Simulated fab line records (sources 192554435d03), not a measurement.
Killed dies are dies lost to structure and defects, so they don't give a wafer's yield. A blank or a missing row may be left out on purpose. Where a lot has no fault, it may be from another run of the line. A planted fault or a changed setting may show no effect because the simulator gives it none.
Split-lot experiment -- flow n5 finfet -- 39 wafers read from 7 lots, route of 1938 steps

## ON THE SPLIT
At N5_BEOL_M0_SAQP_SPACER2_ALD_26 (deposits SiO2, target thk 15 nm, pulse time 1 s, purge time 2 s), the setting target thk a was moved away from the recipe's 150 angstrom on 15 of the 39 wafers read, by -40.1% to +32.7%. All remaining wafers had this setting at the recipe value.

## FROM THE SPLIT TO THE READING: what the file shows between them, 2 steps
- N5_BEOL_M0_SAQP_SPACER2_ETCHBACK_27: etches SiO2 in CHF3/O2, target depth 22.5 nm, time 11.25 s
- N5_BEOL_M0_SAQP_MANDREL2_REMOVE_110: chemistry HBr/Cl2/O2, target a-Si, stops on SiCN, bt time 10 s

## THE READING
Shown in nm: cd nm at N5_BEOL_M0_SAQP_CD_MEAS_29, with target cd 14.4 nm. On this fab line, fault-free wafers typically give 15.01 nm with a standard deviation of 0.23 nm.

wafer,"tool, chamber at the split","target thk a as run, angstrom",against the recipe,"cd nm, nm",against lot-mates on the recipe
L085.1,"ald sin-01, 0,3,2",150,recipe,14.85,-
L085.2,"ald sin-01, 0,3,2",150,recipe,15.33,-
L085.3,"ald sin-01, 1",111.1,-25.9%,11.38,-3.62
L085.4,"ald sin-01, 0,3,2",150,recipe,14.81,-
L085.5,"ald sin-01, 2,1",111.1,-25.9%,11.32,-3.68
L085.6,"ald sin-01, 2,1",111.1,-25.9%,11.32,-3.68
L086.1,"ald sin-01, 1",150,recipe,14.43,-
L086.2,"ald sin-01, 2,1",150,recipe,14.84,-
L086.5,"ald sin-01, 2,1",150,recipe,14.68,-
L088.1,"ald sin-04, 0,3,0",110,-26.7%,11.17,-3.96
L088.2,"ald sin-04, 1,2",150,recipe,14.94,-
L088.3,"ald sin-04, 1,2",150,recipe,15.50,-
L088.4,"ald sin-04, 0,3,0",110,-26.7%,11.10,-4.03
L088.5,"ald sin-04, 0,3,0",110,-26.7%,11.21,-3.92
L088.6,"ald sin-04, 1",150,recipe,14.95,-
L090.1,"ald sin-01, 0,2,0",150,recipe,14.59,-
L090.2,"ald sin-01, 3,1,1",97.9,-34.7%,9.32,-5.32
L090.3,"ald sin-01, 3,1,1",97.9,-34.7%,9.87,-4.77
L090.4,"ald sin-01, 0,2,0",150,recipe,14.50,-
L090.5,"ald sin-01, 3,1,1",97.9,-34.7%,9.85,-4.79
L090.6,"ald sin-01, 0,2,0",150,recipe,14.82,-
L092.1,"ald sin-04, 0,1,2",150,recipe,15.30,-
L092.2,"ald sin-04, 0,1,2",150,recipe,14.80,-
L092.3,"ald sin-04, 0,1,2",150,recipe,15.25,-
L092.4,"ald sin-04, 3,2",199,+32.7%,19.66,+4.54
L092.5,"ald sin-04, 3,2",199,+32.7%,19.83,+4.71
L092.6,"ald sin-04, 1",199,+32.7%,20.05,+4.93
L093.1,"ald sin-01, 2,3,2",150,recipe,15.13,-
L093.2,"ald sin-01, 0,3",89.91,-40.1%,8.67,-6.34
L093.3,"ald sin-01, 1",89.91,-40.1%,8.84,-6.17
L093.4,"ald sin-01, 2,3,2",150,recipe,14.84,-
L093.5,"ald sin-01, 2,3,2",150,recipe,15.05,-
L093.6,"ald sin-01, 0,3",89.91,-40.1%,9.31,-5.70
L096.1,"ald sin-04, 1,2,0,3,0,3",150,recipe,14.54,-
L096.2,"ald sin-04, 1,2,0,3,0,3",150,recipe,15.37,-
L096.3,"ald sin-04, 1,2,0,3,0,3",150,recipe,15.13,-
L096.4,"ald sin-04, 1,2,0,3,0,3",150,recipe,15.07,-
L096.5,"ald sin-04, 1,2,0,3,0,3",150,recipe,14.81,-
L096.6,"ald sin-04, 1,2,0,3,0,3",150,recipe,15.16,-
The file does not say which wafer passed through which chamber wherever a row lists several chambers: such a row stands for several wafers.

THE FIT
A straight line over all 39 wafers: cd nm changes by +0.148 nm for each +1% of target thk a; r = +1.00; the points scatter about the line by 0.27 nm.
The same after taking each lot's own level away (the mean of its wafers on the recipe; 39 wafers): +0.146 nm for each +1%; r = +1.00; scatter 0.23 nm.
According to that fit, moving target thk a by its largest amount changes the reading by 5.9 nm.
The lots' own levels span 14.637 to 15.130 nm, that is 2.1 times the standard deviation above.
Hence the lot-to-lot level has little effect on the slope; both slopes agree.
Check: for one of the wafers moved furthest among these (-40.1%), held out of the fit, the line's prediction against its lot-mates is -5.81 nm. It came out at -6.34 nm against them.

## THE OTHER SPLITS THESE WAFERS WENT THROUGH
Note: prior to the reading, these wafers also went through further splits. Each is held against what the fit with the lots' levels taken away leaves over:
other split on the same wafers,wafers away from the commonest value,r with cd nm (lot level and that fit taken away)
N5_ZERO_LAYER_DEVELOP_10 develop time s,18,-0.10
N5_PMOS_HMC_CHANNEL_EPI_HM_DEP_34 time s,18,+0.17
N5_SD_EPI_N_ETCH_16 target depth a,18,+0.06
N5_MOL_CONTACT_COAG_ALD_133 ald cycles,15,-0.12

## THE WHOLE CHAIN: every reading that the file lists as answering this split, in the file's order
step,what it does,reading,change (the file's fit),r (the file's)
N5_BEOL_M0_SAQP_SPACER2_ALD_26,"deposits SiO2, target thk 15 nm, pulse time 1 s, purge time 2 s","SiO2_of_BEOL_M0_SAQP_SPACER2_ALD_26.thk nm (the simulator's own value, which no gauge read)",+0.15 nm for each +1% of the setting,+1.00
N5_BEOL_M0_SAQP_MANDREL2_REMOVE_110,"chemistry HBr/Cl2/O2, target a-Si, stops on SiCN, bt time 10 s","BEOL_M0_SAQP.cd nm (the simulator's own value, which no gauge read)",+0.151 nm for each +1% of the setting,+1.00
N5_BEOL_M0_SAQP_CD_MEAS_29,target cd 14.4 nm,cd nm,+0.146 nm for each +1% of the setting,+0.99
N5_BEOL_M0_CUTY_ETCH_63,"etches SOC in N2/H2, target depth 82.7 nm, overetch 16.5 nm, time 124 s","SiO2_of_BEOL_M0_SAQP_SPACER2_ALD_26.thk nm (the simulator's own value, which no gauge read)",+0.139 nm for each +1% of the setting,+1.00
N5_BEOL_M0_ETCH_138,"etches SiCN in CH3F/O2, target depth 12 nm, time 31.6 s","SiO2_of_BEOL_M0_SAQP_SPACER2_ALD_26.thk nm (the simulator's own value, which no gauge read)",+0.122 nm for each +1% of the setting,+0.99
N5_BEOL_M0_HM_OPEN_105,"chemistry Cl2/BCl3, target TiN, target depth 12 nm","SiO2_of_BEOL_M0_SAQP_SPACER2_ALD_26.thk nm (the simulator's own value, which no gauge read)","not straight: 0.4 at the lowest setting, 2.758 at the recipe, 7.533 at the highest",not given

## FILE'S OWN FIT
cd nm changes by +0.146 nm for each +1% of target thk a, r = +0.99.
